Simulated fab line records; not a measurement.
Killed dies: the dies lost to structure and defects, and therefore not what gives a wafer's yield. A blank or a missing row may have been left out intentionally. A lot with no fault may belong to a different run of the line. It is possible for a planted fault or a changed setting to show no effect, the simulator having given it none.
Problem report, 8D (eight disciplines) form, completed by code || flow nand harc || the parts of the form that need people (team, actions taken, sign-off) are left out

== 1. PROBLEM STATEMENT ==
Wafers without a fault read 27.9 s, standard deviation 2.2; time to endpoint s at NHARC_P_M1_CMP_23 reads a mean of 46.0 s on 4 wafers belonging to 2 lots. Measured from the usual mean, that is +8.2 standard deviations.
The step: polishes, t overpolish 20 s, target thk 157.82 nm.
First observed at day 9 20:09: wafer L844.3, on cmp-01. Wafers with a number at this step in the record: 36, from 12 lots. Rule for "out" (also "out of limits"): further than 4 standard deviations from the usual mean. The rest of the wafers with a number are treated as sound.

== 2. WHAT IT IS; WHAT IT IS NOT ==
{"question": "which readings at this step", "is": "time to endpoint s", "is not": "motor current A, retaining ring pressure frac"}
{"question": "which lots", "is": "L844, L846", "is not": "L836, L837, L838, L853, L854, L855, L856, L857, L858, L859"}
{"question": "which wafers of those lots", "is": "L844.2, L844.3, L846.3, L846.6", "is not": "L844.1, L846.4"}
{"question": "read on which tools", "is": "cmp-01, cmp-02", "is not": "cmp-04"}
{"question": "when", "is": "from day 9 20:09", "is not": "up to then (10 sound wafers); but 22 sound wafers of L846, L853, L854, L855, L856, L857, L858, L859 came after"}

== 3. WHAT RULES OUT EACH SUSPECT ==
Counting: a tool at a process step up to the reading stays a suspect if it ran every lot that is out. Sound lots after the first of them don't rule it out here, since some wafers of a struck lot are sound.
- ecd cu-02 at NHARC_P_M1_ECD_22 (material Cu, target thk 400 nm): kept. It processed each lot that is out (first: L844, day 9 19:24); up to then, its last sound lot is L838 (day 7 15:10).
- At NHARC_P_M1_ECD_22 on ecd cu-02, chamber 1 took the sound wafers of the same lots and chamber 0 took the wafers that are out.
Left after counting: ecd cu-02 at NHARC_P_M1_ECD_22.

== 4. THE CAUSE (what the simulator had put in) ==
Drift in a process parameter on ecd cu-02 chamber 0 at NHARC_P_M1_ECD_22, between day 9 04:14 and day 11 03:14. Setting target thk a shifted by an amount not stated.
Counting left only this tool.

== 5. THE CHAIN OF EFFECTS, in route order ==
Each row: a reading whose mean over the struck wafers that have a number lies more than 3 standard deviations from the usual. Scope: only readings with a usual standard deviation given in the record; hours: median across lots of the time from each lot's start at the first step in this table that gives one to its start at this step; sigmas: change in usual standard deviations.
{"hours": 0, "step": "NHARC_P_M1_CMP_23", "reading": "time to endpoint s", "usual": "27.9 s", "on struck wafers": 46.0, "change": "+18.1", "sigmas": "+8.2"}
Process steps it contains:
- NHARC_P_M1_CMP_23: polishes, t overpolish 20 s, target thk 157.82 nm.
At these later measuring or inspecting steps, every struck wafer for which the step has a row has a number for every such reading, and none has moved that far: NHARC_P_M1_INSPECT_27, NHARC_END_SORT_01.

== 6. HOW IT WOULD HAVE BEEN CAUGHT EARLIER ==
In this record the first reading out of limits was taken at day 9 20:09, 16 hours after the fault began at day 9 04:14.
No tool reading at NHARC_P_M1_ECD_22 that has a usual standard deviation in the record was out on any struck wafer, so an alarm limit of 4 standard deviations on those readings would not have fired.
Lots out: 2; of these, L846 started NHARC_P_M1_ECD_22 on ecd cu-02 after day 9 20:09. Putting the tool on hold at that point would have spared it.
